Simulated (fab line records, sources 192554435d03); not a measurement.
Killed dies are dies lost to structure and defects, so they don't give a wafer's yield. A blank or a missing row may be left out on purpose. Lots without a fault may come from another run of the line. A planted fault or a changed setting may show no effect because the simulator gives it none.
Which tool did it? | flow n5_finfet | 11 lots, 29 wafers sampled, at 4 steps of a route of 1938

WHAT THE GAUGES READ, wafer by wafer
N5_BEOL_M4_RC_MEAS_101.
lot  | measured     | on        | REXT_N (ohm.um)
L665 | day 8 02:04  | prober-02 | 74.2 73.6 73.9
L666 | day 8 11:52  | prober-02 | 78.7 75.3
L667 | day 8 20:26  | prober-01 | 76.7 78.3 76.7
L668 | day 8 20:35  | prober-02 | 74.1 77.0 77.0
L669 | day 8 23:56  | prober-02 | 75.0 76.5 77.1
L671 | day 10 05:40 | prober-02 | 73.7 73.2 73.2
L676 | day 11 13:14 | prober-02 | 96.1 74.6
L680 | day 11 23:17 | prober-02 | 96.1 74.3
L681 | day 12 19:59 | prober-01 | 104.4 79.1
L683 | day 13 00:09 | prober-02 | 75.0 73.8 73.6
L687 | day 14 05:08 | prober-02 | 72.5 74.0 71.6

WHICH TOOL RAN EACH LOT (tool, then ch and the chambers of the sampled wafers, then the start)
lot  | N5_SPACER0_ALD_08                | N5_BEOL_M4_SPUTTER_94        | N5_BEOL_M4_CO_CAP_55
L665 | ald_sin-02 ch 1,2,3, day 3 07:58 | pvd_sputter-03, day 8 00:26  | cvd_co-01 ch 0,2, day 8 01:31
L666 | ald_sin-03 ch 1, day 3 13:53     | pvd_sputter-03, day 8 10:14  | cvd_co-01 ch 0,2, day 8 11:19
L667 | ald_sin-01 ch 0,1, day 3 17:58   | pvd_sputter-02, day 8 19:07  | cvd_co-01 ch 1,2, day 8 20:11
L668 | ald_sin-02 ch 0,2,3, day 4 00:11 | pvd_sputter-03, day 8 19:15  | cvd_co-01 ch 0,1, day 8 20:20
L669 | ald_sin-01 ch 2,3, day 4 09:46   | pvd_sputter-02, day 8 22:28  | cvd_co-02 ch 0,1,2, day 8 23:33
L671 | ald_sin-01 ch 0,3, day 4 18:21   | pvd_sputter-01, day 10 04:03 | cvd_co-01 ch 0,1, day 10 05:26
L676 | ald_sin-02 ch 0,1, day 6 02:15   | pvd_sputter-01, day 11 11:55 | cvd_co-02 ch 1,2, day 11 13:00
L680 | ald_sin-02 ch 0,3, day 7 02:19   | pvd_sputter-01, day 11 21:23 | cvd_co-01 ch 0,2, day 11 22:28
L681 | ald_sin-02 ch 1,3, day 7 07:52   | pvd_sputter-03, day 12 18:05 | cvd_co-01 ch 0,1, day 12 19:10
L683 | ald_sin-01 ch 0,2,3, day 7 21:13 | pvd_sputter-01, day 12 22:31 | cvd_co-02 ch 1,2, day 12 23:36
L687 | ald_sin-03 ch 0,1,3, day 8 20:20 | pvd_sputter-03, day 14 03:49 | cvd_co-01 ch 1,2, day 14 04:53
- N5_SPACER0_ALD_08: deposits SiNx, target thk 2 nm.
- N5_BEOL_M4_SPUTTER_94: material Cu, target thk 4.5 nm, time 8.29 s.
- N5_BEOL_M4_CO_CAP_55: material Co, precursor CCTBA/H2, target thk 2 nm, time 102.1 s.

THE ANSWER, worked out from the rows above alone
Rule: what is usual is taken from the lots themselves. Put in order of their means at a reading, lots are off if they are a third of the lots or fewer, leave a main group of 4 or more, and stand apart from it by a gap of 3 or more times the standard deviation of the main group's means; of several such gaps the widest counts. A main group whose means are all the same, to the digits that the tables above print for the reading, isn't used. A lot without any number at a reading at which 4 lots or more have one is off too. The other lots that the step has rows for count as sound.
Off: L676, L680, L681, at N5_BEOL_M4_RC_MEAS_101 (REXT_N). The main group: mean 75.1 ohm.um, standard deviation 1.6.
A tool fits if, at a process step before that reading, it ran every lot that is off, and no sound lot after the first of them. The gauges at N5_BEOL_M4_RC_MEAS_101 are tried like those tools. One fits: ald_sin-02 at N5_SPACER0_ALD_08. Its last sound lot is L668 (day 4 00:11), its first lot that is off L676 (day 6 02:15): a fault that began between those two fits.

WHAT THE SIMULATOR HAD PUT IN
Process parameter drift: ald_sin-02, from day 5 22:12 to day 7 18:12, at N5_SPACER0_ALD_08. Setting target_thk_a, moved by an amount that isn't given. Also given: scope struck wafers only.
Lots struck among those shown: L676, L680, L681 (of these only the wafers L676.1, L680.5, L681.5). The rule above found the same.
